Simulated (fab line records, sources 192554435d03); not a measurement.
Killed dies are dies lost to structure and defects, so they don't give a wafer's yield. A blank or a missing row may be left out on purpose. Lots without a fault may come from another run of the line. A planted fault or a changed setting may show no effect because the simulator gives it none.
Chamber matching | flow n5_finfet | N5_BEOL_M0_SAQP_ETCH_102 on rie_si-05: 4 sister chambers
The step etches SiO2 in CF4, target depth 4 nm, time 4.4 s. 16 wafers are shown with their chamber, then 8 later ones without.

WAFERS WITH THEIR CHAMBER
wafer  | chamber | throttle_valve_pct (%) | drypump_motor_current_A (A) | oes_product_au (a.u.)
L074.3 | 2       | 21.64                  | 5.0                         | 0.975
L074.5 | 1       | 21.63                  | 4.8                         | 1.007
L074.6 | 0       | 21.98                  | 5.8                         | 1.011
L075.3 | 3       | 21.77                  | 5.7                         | 0.980
L075.4 | 0       | 21.98                  | 5.7                         | 1.015
L075.6 | 0       | 21.99                  | 5.8                         | 1.019
L076.3 | 1       | 21.62                  | 4.8                         | 1.006
L076.4 | 2       | 21.66                  | 4.9                         | 0.976
L076.6 | 2       | 21.65                  | 4.9                         | 0.977
L082.1 | 0       | 21.99                  | 5.8                         | 1.021
L082.2 | 1       | 21.64                  | 4.7                         | 1.017
L082.3 | 3       | 21.79                  | 5.7                         | 0.985
L088.1 | 2       | 21.67                  | 5.0                         | 0.982
L088.3 | 0       | 22.00                  | 5.8                         | 1.023
L088.5 | 1       | 21.62                  | 4.8                         | 1.005
L090.2 | 0       | 21.98                  | 5.8                         | 1.010

SIGNATURES (means of the wafers above)
reading                 | chamber 0 | chamber 1 | chamber 2 | chamber 3 | scatter within a chamber
throttle_valve_pct      | 21.9867   | 21.6275   | 21.6550   | 21.7800   | 0.0104
drypump_motor_current_A | 5.783     | 4.775     | 4.950     | 5.700     | 0.0464
oes_product_au          | 1.01650   | 1.00875   | 0.97750   | 0.98250   | 0.00481
Rule: a wafer's distance from a chamber is the root of the sum, over the readings, of the square of ((its reading less the chamber's mean) divided by the reading's scatter). The wafer belongs to the nearest chamber; if the next one is less than 2 further off, it can't be placed. The scatter: the root of (the sum of the squares of (reading less its chamber's mean) over the shown wafers, divided by (wafers less chambers)).

WAFERS WITHOUT THEIR CHAMBER
wafer  | throttle_valve_pct (%) | drypump_motor_current_A (A) | oes_product_au (a.u.)
L090.5 | 21.78                  | 5.7                         | 0.978
L090.6 | 21.98                  | 5.8                         | 1.012
L091.1 | 21.63                  | 4.8                         | 1.000
L091.2 | 21.76                  | 5.7                         | 0.981
L091.6 | 21.63                  | 4.8                         | 1.000
L097.1 | 21.62                  | 4.8                         | 0.996
L097.3 | 21.79                  | 5.7                         | 0.985
L097.5 | 21.66                  | 4.9                         | 0.994

WHICH CHAMBER EACH WENT THROUGH
wafer  | from the rows above     | in truth
L090.5 | 3                       | 3
L090.6 | 0                       | 0
L091.1 | 1                       | 1
L091.2 | 3                       | 3
L091.6 | 1                       | 1
L097.1 | 1                       | 1
L097.3 | 3                       | 3
L097.5 | can't be placed: 2 or 1 | 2
Placed correctly: 7 of 8. Can't be placed from these rows: 1 (the true chamber is among the candidates in 1). Placed wrongly: 0.
